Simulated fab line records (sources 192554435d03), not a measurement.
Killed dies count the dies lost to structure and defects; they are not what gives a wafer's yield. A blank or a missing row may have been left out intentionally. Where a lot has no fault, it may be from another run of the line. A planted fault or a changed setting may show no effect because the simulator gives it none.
fab line records	flow n5Finfet
record lots=7	wafers=21
route steps=1938 shown BEOL_M5@1160 BEOL_M6@1230 BEOL_M7@1293 BEOL_M8@1359
startH: hours from the record's opening day to when the first of the lot's shown wafers began	waitH: hours since the lot's step before	" the same as in the row above	L1.1+2: a single row standing in for several wafers	- value missing, or start not given	* or withheld: withheld	< > ~ a bound
route shown NAME@n: a module of which the file shows steps, and the number in the route of the first	usual: mean and standard deviation over wafers with no fault	same: alike in all rows	chamber/n: place in a boat	sites: per-site readings	_std_site: their standard deviation	_edge_site: the outer-site mean with the inner-site mean subtracted	radiusMm: how far each site lies from the wafer's centre	mask NAME#n: copy n	behind: tool/chamber where the wafer was last shaped	hold: what put the lot on hold/how long, in hours/how the hold closed	device: the n, p or np transistor that did not switch	end of line: the tests these same wafers got at the end of their route	for a step that has no rows: nothing shown but its recipe	killed: count of dies lost to structure and defects at first sort (not the wafer's yield)	map: shows each die of a wafer: x if killed, . if not, _ if none is there
set.NAME: the setting as run; set.NAME@STEP: as run at that earlier step	model.NAME: the simulator's own value behind a step, which no gauge read
one table per step and one row per wafer, for lots whose settings were changed on purpose
## steps
# step N5_BEOL_M5_TRENCH_ETCH_37
# recipe chemistry=C4F6/O2	targetDepthA=716.52	target=SiCOH_lowk	timeS=24.7	ionEnergyEv=250	pressureMtorr=30	sourceW=345	biasW=185	Ar_flow_sccm=300	C4F6_flow_sccm=10	O2_flow_sccm=10
# usual rfVppV=667/11
lot.wafer	tool	chamber	startH	waitH	set.biasW	rfVppV
L074.1	rieDiel-02	3	-	-	157.4	602
L074.2	"	0	"	"	157.4	588
L074.4	"	1	"	"	185	673
L077.1	rieDiel-03	0	-	-	176.5	650
L077.5	"	2	"	"	176.5	636
L077.6	"	3	"	"	185	655
L079.1	rieDiel-01	3	-	-	185	672
L079.2	"	2	"	"	185	665
L079.3	"	1	"	"	185	667
L080.1	rieDiel-02	0	-	-	185	669
L080.4	"	1	"	"	185	674
L080.6	"	0	"	"	185	669
L084.2	rieDiel-02	2	-	-	175.9	619
L084.3	"	1	"	"	185	673
L084.6	"	3	"	"	185	683
L092.1	rieDiel-01	1	-	-	185	666
L092.2	"	0	"	"	205.7	722
L092.3	"	2	"	"	185	663
L090.2	rieDiel-01	1	-	-	169.8	624
L090.4	"	0	"	"	169.8	621
L090.5	"	2	"	"	185	663
# step N5_BEOL_M5_ETCH_41
# recipe chemistry=CH3F/O2	target=SiCN	targetDepthA=315	taperDeg=2	timeS=56.7	ionEnergyEv=120	maskMaterial=TiN	pressureMtorr=30	sourceW=395	biasW=75	Ar_flow_sccm=150	CH3F_flow_sccm=30	O2_flow_sccm=20
# usual rfVppV=297.4/1.6
lot.wafer	tool	chamber	startH	waitH	set.sourceW	rfVppV
L074.1	rieDiel-02	3	-	-	395	299.2
L074.2	"	0	"	"	372.5	303.8
L074.4	"	1	"	"	395	298.5
L077.1	rieDiel-03	0	-	-	395	296.8
L077.5	"	2	"	"	395	297.4
L077.6	"	3	"	"	395	297.4
L079.1	rieDiel-01	3	-	-	395	295.8
L079.2	"	2	"	"	395	299.3
L079.3	"	1	"	"	395	297.4
L080.1	rieDiel-02	0	-	-	395	296.4
L080.4	"	1	"	"	395	299.2
L080.6	"	0	"	"	395	296.9
L084.2	rieDiel-02	2	-	-	325.9	317.2
L084.3	"	1	"	"	395	299.1
L084.6	"	3	"	"	325.9	319.8
L092.1	rieDiel-01	1	-	-	395	295.6
L092.2	"	0	"	"	395	296.1
L092.3	"	2	"	"	395	299.8
L090.2	rieDiel-01	1	-	-	420.4	292.0
L090.4	"	0	"	"	395	296.7
L090.5	"	2	"	"	395	299.2
# step N5_BEOL_M6_DESCUM_33
# recipe chemistry=O2	timeS=7	sourcePowerW=50	biasPowerW=20	pressureMtorr=20	rfFrequencyHz=2.712e+07	tempC=40	resist=CAR-EUV	o2FlowSccm=225
lot.wafer	tool	chamber	startH	waitH	set.timeS	model.CAR-EUV_of_BEOL_M6_COAT_22.thkNm
L074.1	rieDiel-04	3	206.46	0.0	5.852	26.8
L074.2+4	"	0,2	"	"	7	26.2
L077.1+5+6	rieDiel-04	2,0,3	212.56	0.0	5.925	26.6
L079.1	rieDiel-04	2	236.36	0.3	7	26
L079.2	"	0	"	"	8.457	25.4
L079.3	"	3	"	"	7	26.2
L080.1+4	rieDiel-05	2,3	264.87	0.0	7	26.2
L080.6	"	3	"	"	7	26
L084.2+3	rieDiel-05	3,1	266.83	0.0	7	26
L084.6	"	1	"	"	8.243	25.6
L092.1+2+3	rieDiel-05	1,2,3	330.06	0.4	7.548	26
L090.2+5	rieDiel-04	3,0	330.60	0.8	7	26.2
L090.4	"	3	"	"	8.129	25.4
# step N5_BEOL_M7_EXPOSE_25
# recipe maskId=V6	na=0.33	sourceShape=annular	sigmaInner=0.4	sigmaOuter=0.8	polarization=unpolarized	targetCdNm=40	doseMj=42.5
lot.wafer	tool	chamber	startH	waitH	mask	set.doseMj
L074.1+2+4	euvScanner-01	0	212.37	-	V6#0	42.5
L077.1+6	euvScanner-01	0	224.80	-	V6#0	42.5
L077.5	"	0	"	"	V6#0	45.12
L079.1+2+3	euvScanner-02	0	250.54	-	V6#0	42.5
L080.1+4+6	euvScanner-02	0	274.65	-	V6#0	42.5
L084.2+3+6	euvScanner-01	0	275.53	-	V6#0	42.5
L092.1+2	euvScanner-01	0	337.00	-	V6#0	40.04
L092.3	"	0	"	"	V6#0	42.5
L090.2+5	euvScanner-01	0	338.94	-	V6#0	39.37
L090.4	"	0	"	"	V6#0	42.5
# step N5_BEOL_M7_PEB_26
# recipe pebTempC=100	pebTimeS=60	resist=CAR-EUV
# step N5_BEOL_M7_DEVELOP_27
# recipe developTimeS=30	developer=TMAH	resist=CAR-EUV	rinseLiquid=surfactantRinse	dry=airSpin	devTempC=23
# step N5_BEOL_M7_CD_MEAS_28
# recipe targetCdNm=40	landingEnergyEv=500	detector=seInlens
# usual cdNm=39.94/0.22
lot.wafer	tool	chamber	startH	waitH	set.doseMj@BEOL_M7_EXPOSE_25	cdNm
L074.1	cdSem-03	0	212.50	-	42.5	39.75
L074.2	"	0	"	"	42.5	39.75
L074.4	"	0	"	"	42.5	39.79
L077.1	cdSem-03	0	224.93	-	42.5	40.26
L077.5	"	0	"	"	45.12	41.37
L077.6	"	0	"	"	42.5	39.64
L079.1	cdSem-01	0	250.67	-	42.5	40.14
L079.2	"	0	"	"	42.5	40.04
L079.3	"	0	"	"	42.5	40.23
L080.1	cdSem-03	0	274.78	-	42.5	40.09
L080.4	"	0	"	"	42.5	39.99
L080.6	"	0	"	"	42.5	40.08
L084.2	cdSem-03	0	275.66	-	42.5	39.72
L084.3	"	0	"	"	42.5	39.81
L084.6	"	0	"	"	42.5	39.77
L092.1	cdSem-01	0	337.14	-	40.04	38.43
L092.2	"	0	"	"	40.04	38.65
L092.3	"	0	"	"	42.5	39.95
L090.2	cdSem-01	0	339.07	-	39.37	38.68
L090.4	"	0	"	"	42.5	39.98
L090.5	"	0	"	"	39.37	37.77
# step N5_BEOL_M7_DESCUM_33
# recipe chemistry=O2	timeS=7	sourcePowerW=50	biasPowerW=20	pressureMtorr=20	rfFrequencyHz=2.712e+07	tempC=40	resist=CAR-EUV	o2FlowSccm=225
lot.wafer	tool	chamber	startH	waitH	set.doseMj@BEOL_M7_EXPOSE_25	model.BEOL_M7.cdNm
L074.1+2+4	rieDiel-03	1,3,2	212.73	0.1	42.5	39.8
L077.1+6	rieDiel-01	3,0	225.34	0.3	42.5	40
L077.5	"	3	"	"	45.12	41.4
L079.1+2	rieDiel-01	2,0	252.96	2.2	42.5	40
L079.3	"	1	"	"	42.5	39.8
L080.1+4+6	rieDiel-01	1,3,1	274.90	0.0	42.5	39.8
L084.2+3	rieDiel-01	2,0	275.78	0.0	42.5	39.8
L084.6	"	2	"	"	42.5	40
L092.1	rieDiel-02	2	340.28	3.1	40.04	38.6
L092.2	"	0	"	"	40.04	38.8
L092.3	"	1	"	"	42.5	40
L090.2	rieDiel-02	3	342.20	3.0	39.37	38.4
L090.4	"	2	"	"	42.5	40
L090.5	"	2	"	"	39.37	38
# step N5_BEOL_M7_ETCH_66
# recipe chemistry=N2/H2	target=SOC	targetDepthA=800	overetchA=160	maskMaterial=SiARC	tempC=40	timeS=120	ionEnergyEv=200	pressureMtorr=30	sourceW=840	biasW=150	n2FlowSccm=200	h2FlowSccm=200
lot.wafer	tool	chamber	startH	waitH	set.timeS	set.doseMj@BEOL_M7_EXPOSE_25	model.SiARC_of_BEOL_M7_COAT_64.thkNm	model.BEOL_M7.cdNm
L074.1	rieDiel-03	1	212.81	0.0	139	42.5	5	40.4
L074.2	"	3	"	"	120	42.5	6.6	39.6
L074.4	"	2	"	"	120	42.5	6.4	39.8
L077.1	rieDiel-01	3	225.42	0.0	120	42.5	6.2	40.4
L077.5	"	3	"	"	120	45.12	6.2	41.4
L077.6	"	0	"	"	109.8	42.5	6.8	39.8
L079.1	rieDiel-01	2	253.04	0.0	133.3	42.5	5.8	40.2
L079.2	"	0	"	"	120	42.5	6.4	40.2
L079.3	"	1	"	"	133.3	42.5	5.8	40.4
L080.1+6	rieDiel-01	1	274.98	0.0	120	42.5	6.4	40
L080.4	"	3	"	"	120	42.5	6.2	40
L084.2	rieDiel-01	2	275.86	0.0	133.1	42.5	5.8	40.2
L084.3	"	0	"	"	133.1	42.5	6	40.2
L084.6	"	2	"	"	120	42.5	6.4	40.2
L092.1	rieDiel-02	2	340.36	0.0	120	40.04	6.4	38.8
L092.2	"	0	"	"	120	40.04	6.4	39
L092.3	"	1	"	"	120	42.5	6.6	40.2
L090.2	rieDiel-02	3	342.28	0.0	120	39.37	6.2	38.8
L090.4	"	2	"	"	120	42.5	6.4	39.8
L090.5	"	2	"	"	136.9	39.37	5.6	38.2
# step N5_BEOL_M7_STRIP_69
# recipe chemistry=N2/H2	tempC=40	n2FlowSccm=200	h2FlowSccm=200	rfFrequencyHz=6e+07
# step N5_BEOL_M7_STRIP_73
# recipe chemistry=N2/H2	tempC=40	n2FlowSccm=200	h2FlowSccm=200	rfFrequencyHz=6e+07
# step N5_BEOL_M7_VIA_ETCH_34
# recipe chemistry=C4F6/O2	target=SiCOH_lowk	targetDepthA=1255	maskMaterial=SOC	taperDeg=4	timeS=50.5	ionEnergyEv=250	pressureMtorr=30	sourceW=345	biasW=185	Ar_flow_sccm=300	C4F6_flow_sccm=10	O2_flow_sccm=10
lot.wafer	tool	chamber	startH	waitH	set.doseMj@BEOL_M7_EXPOSE_25	model.BEOL_M7.cdNm
L074.1	rieDiel-03	1	212.91	0.0	42.5	40.2
L074.2	"	3	"	"	42.5	39.6
L074.4	"	2	"	"	42.5	39.8
L077.1	rieDiel-01	3	225.52	0.0	42.5	40.4
L077.5	"	3	"	"	45.12	41.6
L077.6	"	0	"	"	42.5	39.8
L079.1+3	rieDiel-01	2,1	253.14	0.0	42.5	40.4
L079.2	"	0	"	"	42.5	40.2
L080.1+4+6	rieDiel-01	1,3,1	275.08	0.0	42.5	40
L084.2+3	rieDiel-01	2,0	275.96	0.0	42.5	40.2
L084.6	"	2	"	"	42.5	40
L092.1	rieDiel-02	2	340.46	0.0	40.04	38.8
L092.2	"	0	"	"	40.04	39
L092.3	"	1	"	"	42.5	40.2
L090.2	rieDiel-02	3	342.38	0.0	39.37	38.8
L090.4	"	2	"	"	42.5	40
L090.5	"	2	"	"	39.37	38.4
# step N5_BEOL_M8_COAT_22
# recipe resist=CAR-EUV	spinRpm=1500	resistThkNm=30
lot.wafer	tool	chamber	startH	waitH	set.spinRpm	model.CAR-EUV_of_BEOL_M8_COAT_22.thkNm
L074.1+2	lithoTrack-01	0	-	-	1500	30
L074.4	"	0	"	"	1647	28.6
L077.1	lithoTrack-01	0	-	-	1357	31.6
L077.5+6	"	0	"	"	1500	30.2
L079.1+2+3	lithoTrack-05	0	-	-	1500	30
L080.1+6	lithoTrack-01	0	-	-	1500	29.8
L080.4	"	0	"	"	1500	30
L084.2+3+6	lithoTrack-05	0	-	-	1500	30
L090.2+5	lithoTrack-01	0	-	-	1500	30.2
L090.4	"	0	"	"	1653	28.8
L092.1+2	lithoTrack-02	0	-	-	1500	30
L092.3	"	0	"	"	1601	29
# step N5_BEOL_M8_EXPOSE_25
# recipe maskId=V7	na=0.33	sourceShape=annular	sigmaInner=0.4	sigmaOuter=0.8	polarization=unpolarized	targetCdNm=40	doseMj=42.5
lot.wafer	tool	chamber	startH	waitH	mask	set.doseMj
L074.1+4	euvScanner-01	0	228.01	-	V7#0	40.06
L074.2	"	0	"	"	V7#0	42.5
L077.1+6	euvScanner-01	0	235.62	-	V7#0	45.5
L077.5	"	0	"	"	V7#0	42.5
L079.1	euvScanner-01	0	265.30	-	V7#0	40.35
L079.2+3	"	0	"	"	V7#0	42.5
L080.1+4+6	euvScanner-02	0	284.26	-	V7#0	42.5
L084.2+3+6	euvScanner-02	0	284.35	-	V7#0	42.5
L090.2+4	euvScanner-02	0	347.86	-	V7#0	44.99
L090.5	"	0	"	"	V7#0	42.5
L092.1+2	euvScanner-01	0	355.67	-	V7#0	45.03
L092.3	"	0	"	"	V7#0	42.5
# step N5_BEOL_M8_PEB_26
# recipe pebTempC=100	pebTimeS=60	resist=CAR-EUV
# step N5_BEOL_M8_DEVELOP_27
# recipe developTimeS=30	developer=TMAH	resist=CAR-EUV	rinseLiquid=surfactantRinse	dry=airSpin	devTempC=23
lot.wafer	tool	chamber	startH	waitH	set.spinRpm@BEOL_M8_COAT_22	model.CAR-EUV_of_BEOL_M8_COAT_22.thkNm
L074.1+2	lithoTrack-02	0	-	-	1500	29.6
L074.4	"	0	"	"	1647	28
L077.1	lithoTrack-02	0	-	-	1357	31.2
L077.5	"	0	"	"	1500	29.8
L077.6	"	0	"	"	1500	29.6
L079.1+2+3	lithoTrack-05	0	-	-	1500	29.6
L080.1+6	lithoTrack-01	0	-	-	1500	29.4
L080.4	"	0	"	"	1500	29.6
L084.2+3	lithoTrack-01	0	-	-	1500	29.6
L084.6	"	0	"	"	1500	29.4
L090.2+5	lithoTrack-02	0	-	-	1500	29.6
L090.4	"	0	"	"	1653	28.2
L092.1	lithoTrack-02	0	-	-	1500	29.6
L092.2	"	0	"	"	1500	29.4
L092.3	"	0	"	"	1601	28.6
# step N5_BEOL_M8_CD_MEAS_28
# recipe targetCdNm=40	landingEnergyEv=500	detector=seInlens
# usual cdNm=40.03/0.23
lot.wafer	tool	chamber	startH	waitH	set.doseMj@BEOL_M8_EXPOSE_25	cdNm
L074.1	cdSem-03	0	228.15	-	40.06	38.47
L074.2	"	0	"	"	42.5	39.62
L074.4	"	0	"	"	40.06	38.55
L077.1	cdSem-02	0	235.75	-	45.5	41.69
L077.5	"	0	"	"	42.5	39.87
L077.6	"	0	"	"	45.5	41.64
L079.1	cdSem-03	0	265.44	-	40.35	39.09
L079.2	"	0	"	"	42.5	40.12
L079.3	"	0	"	"	42.5	39.87
L080.1	cdSem-01	0	284.39	-	42.5	40.28
L080.4	"	0	"	"	42.5	39.89
L080.6	"	0	"	"	42.5	39.97
L084.2	cdSem-01	0	284.48	-	42.5	39.82
L084.3	"	0	"	"	42.5	40.01
L084.6	"	0	"	"	42.5	39.95
L090.2	cdSem-03	0	347.98	-	44.99	40.82
L090.4	"	0	"	"	44.99	41.03
L090.5	"	0	"	"	42.5	39.72
L092.1	cdSem-03	0	355.80	-	45.03	41.23
L092.2	"	0	"	"	45.03	41.46
L092.3	"	0	"	"	42.5	39.84
# step N5_BEOL_M8_DESCUM_33
# recipe chemistry=O2	timeS=7	sourcePowerW=50	biasPowerW=20	pressureMtorr=20	rfFrequencyHz=2.712e+07	tempC=40	resist=CAR-EUV	o2FlowSccm=225
lot.wafer	tool	chamber	startH	waitH	set.doseMj@BEOL_M8_EXPOSE_25	model.BEOL_M8.cdNm
L074.1	rieDiel-05	1	228.27	0.0	40.06	38.4
L074.2	"	2	"	"	42.5	39.8
L074.4	"	0	"	"	40.06	38.6
L077.1+6	rieDiel-05	1,3	235.87	0.0	45.5	41.4
L077.5	"	0	"	"	42.5	40
L079.1	rieDiel-06	2	265.66	0.1	40.35	39
L079.2	"	0	"	"	42.5	39.8
L079.3	"	3	"	"	42.5	40
L080.1+6	rieDiel-06	2	284.51	0.0	42.5	40.2
L080.4	"	1	"	"	42.5	39.8
L084.2+3	rieDiel-04	1,3	284.85	0.3	42.5	40.2
L084.6	"	1	"	"	42.5	40
L090.2	rieDiel-05	1	348.10	0.0	44.99	41
L090.4	"	2	"	"	44.99	41.2
L090.5	"	1	"	"	42.5	39.6
L092.1+2	rieDiel-04	1,3	355.94	0.1	45.03	41.2
L092.3	"	2	"	"	42.5	39.8
# step N5_BEOL_M8_ETCH_72
# recipe chemistry=N2/H2	target=underlayer	targetDepthA=65	maskMaterial=CAR-EUV	timeS=5.2	ionEnergyEv=200	pressureMtorr=30	sourceW=840	biasW=150	n2FlowSccm=200	h2FlowSccm=200	ends=cleared
lot.wafer	tool	chamber	startH	waitH	set.h2FlowSccm
L074.1+2	rieDiel-05	1,2	228.30	0.0	186.4
L074.4	"	0	"	"	200
L077.1+5	rieDiel-05	1,0	235.91	0.0	200
L077.6	"	3	"	"	213.7
L079.1+2	rieDiel-06	2,0	265.70	0.0	194.2
L079.3	"	3	"	"	200
L080.1+4+6	rieDiel-06	2,1,2	284.55	0.0	200
L084.2+3+6	rieDiel-04	1,3,1	284.89	0.0	200
L090.2	rieDiel-05	1	348.14	0.0	200
L090.4+5	"	2,1	"	"	207.8
L092.1+3	rieDiel-04	1,2	355.98	0.0	205.2
L092.2	"	3	"	"	200
# step N5_BEOL_M8_ETCH_65
# recipe chemistry=CF4	target=SiARC	targetDepthA=156	maskMaterial=CAR-EUV	timeS=26	ionEnergyEv=80	pressureMtorr=40	sourceW=545	biasW=36	Ar_flow_sccm=100	cf4FlowSccm=100	ends=cleared
lot.wafer	tool	chamber	startH	waitH	set.doseMj@BEOL_M8_EXPOSE_25	model.BEOL_M8.cdNm
L074.1+4	rieDiel-05	1,0	228.32	0.0	40.06	38.6
L074.2	"	2	"	"	42.5	39.8
L077.1+6	rieDiel-05	1,3	235.92	0.0	45.5	41.4
L077.5	"	0	"	"	42.5	40
L079.1	rieDiel-06	2	265.72	0.0	40.35	39
L079.2	"	0	"	"	42.5	39.6
L079.3	"	3	"	"	42.5	40.2
L080.1	rieDiel-06	2	284.56	0.0	42.5	40.2
L080.4	"	1	"	"	42.5	40
L080.6	"	2	"	"	42.5	40.4
L084.2+6	rieDiel-04	1	284.91	0.0	42.5	40.2
L084.3	"	3	"	"	42.5	40
L090.2	rieDiel-05	1	348.16	0.0	44.99	41
L090.4	"	2	"	"	44.99	41.2
L090.5	"	1	"	"	42.5	39.8
L092.1	rieDiel-04	1	355.99	0.0	45.03	41.4
L092.2	"	3	"	"	45.03	41.2
L092.3	"	2	"	"	42.5	40
# step N5_BEOL_M8_ETCH_66
# recipe chemistry=N2/H2	target=SOC	targetDepthA=800	overetchA=160	maskMaterial=SiARC	tempC=40	timeS=120	ionEnergyEv=200	pressureMtorr=30	sourceW=840	biasW=150	n2FlowSccm=200	h2FlowSccm=200
# step N5_BEOL_M8_STRIP_69
# recipe chemistry=N2/H2	tempC=40	n2FlowSccm=200	h2FlowSccm=200	rfFrequencyHz=6e+07
# step N5_BEOL_M8_STRIP_73
# recipe chemistry=N2/H2	tempC=40	n2FlowSccm=200	h2FlowSccm=200	rfFrequencyHz=6e+07
# step N5_BEOL_M8_VIA_ETCH_34
# recipe chemistry=C4F6/O2	target=SiCOH_lowk	targetDepthA=1255	maskMaterial=SOC	taperDeg=4	timeS=50.5	ionEnergyEv=250	pressureMtorr=30	sourceW=345	biasW=185	Ar_flow_sccm=300	C4F6_flow_sccm=10	O2_flow_sccm=10
lot.wafer	tool	chamber	startH	waitH	set.doseMj@BEOL_M8_EXPOSE_25	model.BEOL_M8.cdNm
L074.1	rieDiel-05	1	228.45	0.0	40.06	38.8
L074.2	"	2	"	"	42.5	40
L074.4	"	0	"	"	40.06	38.6
L077.1	rieDiel-05	1	236.05	0.0	45.5	41.6
L077.5	"	0	"	"	42.5	39.6
L077.6	"	3	"	"	45.5	41.4
L079.1	rieDiel-06	2	265.84	0.0	40.35	38.8
L079.2	"	0	"	"	42.5	39.8
L079.3	"	3	"	"	42.5	40.2
L080.1	rieDiel-06	2	284.69	0.0	42.5	40.2
L080.4	"	1	"	"	42.5	39.6
L080.6	"	2	"	"	42.5	40
L084.2+6	rieDiel-04	1	285.03	0.0	42.5	40
L084.3	"	3	"	"	42.5	39.4
L090.2	rieDiel-05	1	348.28	0.0	44.99	41
L090.4	"	2	"	"	44.99	41.2
L090.5	"	1	"	"	42.5	39.8
L092.1	rieDiel-04	1	356.12	0.0	45.03	41.6
L092.2	"	3	"	"	45.03	41.2
L092.3	"	2	"	"	42.5	40.4
## key
split step=N5_BEOL_M5_TRENCH_ETCH_37	setting=biasW	stated=185	by=wafer
response step=N5_BEOL_M5_TRENCH_ETCH_37	reading=rfVppV	change=+5.38	per=1%	r=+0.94
split step=N5_BEOL_M5_ETCH_41	setting=sourceW	stated=395	by=wafer
response step=N5_BEOL_M5_ETCH_41	reading=rfVppV	change=-1.07	per=1%	r=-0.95
split step=N5_BEOL_M6_DESCUM_33	setting=timeS	stated=7	by=wafer
response step=N5_BEOL_M6_DESCUM_33	reading=model.CAR-EUV_of_BEOL_M6_COAT_22.thkNm	change=-0.0348	per=1%	r=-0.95
split step=N5_BEOL_M7_EXPOSE_25	setting=doseMj	stated=42.5	by=wafer
response step=N5_BEOL_M7_CD_MEAS_28	reading=cdNm	change=+0.238	per=1%	r=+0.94
response step=N5_BEOL_M7_DESCUM_33	reading=model.BEOL_M7.cdNm	change=+0.234	per=1%	r=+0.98
response step=N5_BEOL_M7_ETCH_66	reading=model.BEOL_M7.cdNm	change=+0.2	per=1%	r=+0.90
response step=N5_BEOL_M7_VIA_ETCH_34	reading=model.BEOL_M7.cdNm	change=+0.215	per=1%	r=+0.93
split step=N5_BEOL_M7_ETCH_66	setting=timeS	stated=120	by=wafer
response step=N5_BEOL_M7_ETCH_66	reading=model.SiARC_of_BEOL_M7_COAT_64.thkNm	change=-0.0666	per=1%	r=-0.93
split step=N5_BEOL_M8_COAT_22	setting=spinRpm	stated=1500	by=wafer
response step=N5_BEOL_M8_COAT_22	reading=model.CAR-EUV_of_BEOL_M8_COAT_22.thkNm	change=-0.143	per=1%	r=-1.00
response step=N5_BEOL_M8_DEVELOP_27	reading=model.CAR-EUV_of_BEOL_M8_COAT_22.thkNm	change=-0.15	per=1%	r=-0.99
split step=N5_BEOL_M8_EXPOSE_25	setting=doseMj	stated=42.5	by=wafer
response step=N5_BEOL_M8_CD_MEAS_28	reading=cdNm	change=+0.222	per=1%	r=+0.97
response step=N5_BEOL_M8_DESCUM_33	reading=model.BEOL_M8.cdNm	change=+0.219	per=1%	r=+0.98
response step=N5_BEOL_M8_ETCH_65	reading=model.BEOL_M8.cdNm	change=+0.206	per=1%	r=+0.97
response step=N5_BEOL_M8_VIA_ETCH_34	reading=model.BEOL_M8.cdNm	change=+0.227	per=1%	r=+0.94
split step=N5_BEOL_M8_ETCH_72	setting=h2FlowSccm	stated=200	by=wafer
response none clear
